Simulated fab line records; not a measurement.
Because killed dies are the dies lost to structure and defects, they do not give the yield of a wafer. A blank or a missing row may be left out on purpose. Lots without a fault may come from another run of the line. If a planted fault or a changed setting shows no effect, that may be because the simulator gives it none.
Chamber matching ; flow nand_harc ; 4 sister chambers for NHARC_A_STAIRCASE_DESCUM_443 on rie_diel-01
The step chemistry O2, time 3 s. 20 wafers are shown with their chamber, then 10 later ones without.

== EACH WAFER AND ITS CHAMBER ==
wafer;chamber;drypump_motor_current_A (A);showerhead_plenum_p_Torr (Torr);oes_product_au (a.u.)
L074.2;1;5.2;1.87;1.007
L074.5;0;5.9;1.81;1.018
L074.6;2;6.4;1.81;0.995
L076.1;0;6.0;1.81;1.000
L076.3;2;6.4;1.80;0.983
L076.5;2;6.4;1.80;0.982
L080.3;2;6.4;1.80;0.990
L080.4;0;6.0;1.80;1.009
L080.5;3;5.8;1.93;1.005
L083.2;0;6.0;1.80;0.996
L083.3;3;5.8;1.93;0.995
L083.5;2;6.4;1.80;0.987
L086.1;0;6.0;1.80;1.002
L086.2;3;5.8;1.92;0.993
L086.6;1;5.2;1.86;0.972
L088.1;3;5.8;1.92;1.018
L088.2;0;5.9;1.79;0.997
L088.3;2;6.4;1.79;0.987
L092.1;2;6.4;1.79;0.985
L092.2;1;5.2;1.85;0.980

SIGNATURES (averages over the wafers above)
reading;chamber 0;chamber 1;chamber 2;chamber 3;scatter within a chamber
drypump_motor_current_A;5.967;5.200;6.400;5.800;0.0289
showerhead_plenum_p_Torr;1.8017;1.8600;1.7986;1.9250;0.00737
oes_product_au;1.00367;0.98633;0.98700;1.00275;0.0098
Rule: for each reading, subtract the chamber's mean from the wafer's reading, divide by that reading's scatter and square the result; add these up over the readings and take the root, which gives the wafer's distance from the chamber. The wafer belongs to the nearest chamber; if the next one is less than 2 further off, it can't be placed. How the scatter is found: for the shown wafers, subtract from each reading the mean of its chamber, square and add these, divide the total by (wafers less chambers), then take the root.

== WAFERS WHOSE CHAMBER IS MISSING ==
wafer;drypump_motor_current_A (A);showerhead_plenum_p_Torr (Torr);oes_product_au (a.u.)
L092.5;6.4;1.79;1.000
L095.3;6.0;1.79;1.002
L095.4;5.8;1.91;1.003
L095.5;5.2;1.85;0.982
L097.4;5.2;1.85;0.994
L097.5;6.4;1.78;0.992
L097.6;5.2;1.85;0.985
L097.1;6.4;1.78;0.993
L097.2;5.8;1.91;1.000
L097.3;6.0;1.79;1.008

== CHAMBER TAKEN BY EACH ==
wafer;from the rows above;in truth
L092.5;2;2
L095.3;0;0
L095.4;3;3
L095.5;1;1
L097.4;1;1
L097.5;2;2
L097.6;1;1
L097.1;2;2
L097.2;3;3
L097.3;0;0
Placed correctly: 10 of 10. Left unplaced by these rows: 0. Wrongly placed: 0.
